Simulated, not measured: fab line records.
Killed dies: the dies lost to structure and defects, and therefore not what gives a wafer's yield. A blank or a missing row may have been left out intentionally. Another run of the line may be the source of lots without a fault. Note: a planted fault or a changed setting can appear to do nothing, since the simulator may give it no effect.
Matching of chambers -- flow n5-finfet -- rie-diel-01 running N5_BEOL_M14_DESCUM_33: 4 sister chambers
The step chemistry O2, time 7.9 s. 4 wafers are shown with their chamber, then 7 later ones without.

## EACH WAFER AND ITS CHAMBER
wafer,chamber,drypump-motor-current-A (A)
L079.1,3,5.1
L079.6,0,5.5
L080.1,2,6.6
L080.2,1,6.6

## WAFERS MISSING THEIR CHAMBER
wafer,drypump-motor-current-A (A)
L080.5,5.4
L083.2,6.6
L083.3,6.6
L083.6,6.6
L093.2,6.6
L093.4,6.6
L093.6,5.1

## WHICH CHAMBER EACH ONE RAN IN
wafer,from the rows above,in truth
L080.5,0,0
L083.2,can't be placed: 1 or 2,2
L083.3,can't be placed: 1 or 2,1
L083.6,can't be placed: 1 or 2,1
L093.2,can't be placed: 1 or 2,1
L093.4,can't be placed: 1 or 2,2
L093.6,3,3
2 of 7 placed correctly. Not placeable from these rows: 5 (in 5, the candidates include the true chamber). 0 placed wrongly.
How it was worked out, from the rows above alone: a wafer's distance from a chamber is the root of the sum, over the readings, of the square of ((its reading less the chamber's mean) divided by the reading's scatter). The wafer belongs to the nearest chamber; if the next one is less than 2 further off, it can't be placed. The mean given for a chamber averages the wafers shown for that chamber. The scatter (one wafer shown for each chamber): square how far every hidden wafer sits from the nearest shown wafer, average those squares and take the square root.
